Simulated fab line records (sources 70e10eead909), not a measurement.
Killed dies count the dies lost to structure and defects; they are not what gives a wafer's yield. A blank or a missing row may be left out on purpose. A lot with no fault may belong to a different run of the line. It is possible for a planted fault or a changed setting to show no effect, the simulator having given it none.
Chamber matching ; flow nand_harc ; 4 sister chambers for NHARC_A_STAIRCASE_ETCH_292 on rie_diel-04
The step etches the open film in CF4/CHF3. 4 wafers are shown with their chamber, then 10 later ones without.

## WAFERS, EACH WITH ITS CHAMBER
wafer;chamber;showerhead_plenum_p_Torr (Torr)
L086.4;2;1.51
L085.1;3;1.53
L089.2;1;1.61
L089.3;0;1.46

## WAFERS WITH NO CHAMBER GIVEN
wafer;showerhead_plenum_p_Torr (Torr)
L089.4;1.51
L095.1;1.60
L095.3;1.51
L095.5;1.52
L093.1;1.70
L093.4;1.52
L093.6;1.52
L096.2;1.60
L096.5;1.52
L096.6;1.51

## WHICH CHAMBER EACH WENT THROUGH
wafer;from the rows above;in truth
L089.4;can't be placed: 2 or 3 or 0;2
L095.1;1;1
L095.3;can't be placed: 2 or 3 or 0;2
L095.5;can't be placed: 2 or 3 or 0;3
L093.1;1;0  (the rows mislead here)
L093.4;can't be placed: 2 or 3 or 0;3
L093.6;can't be placed: 2 or 3 or 0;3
L096.2;1;1
L096.5;can't be placed: 2 or 3 or 0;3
L096.6;can't be placed: 2 or 3 or 0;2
2 of 10 placed correctly. Not placeable from these rows: 7 (in 7, the candidates include the true chamber). Number placed wrongly: 1.
How it was worked out, from the rows above alone: a wafer's distance from a chamber is the root of the sum, over the readings, of the square of ((its reading less the chamber's mean) divided by the reading's scatter). The wafer belongs to the nearest chamber; if the next one is less than 2 further off, it can't be placed. Each chamber's mean is taken over the wafers shown for it. The scatter (one wafer shown for each chamber): square how far every hidden wafer sits from the nearest shown wafer, average those squares and take the square root.
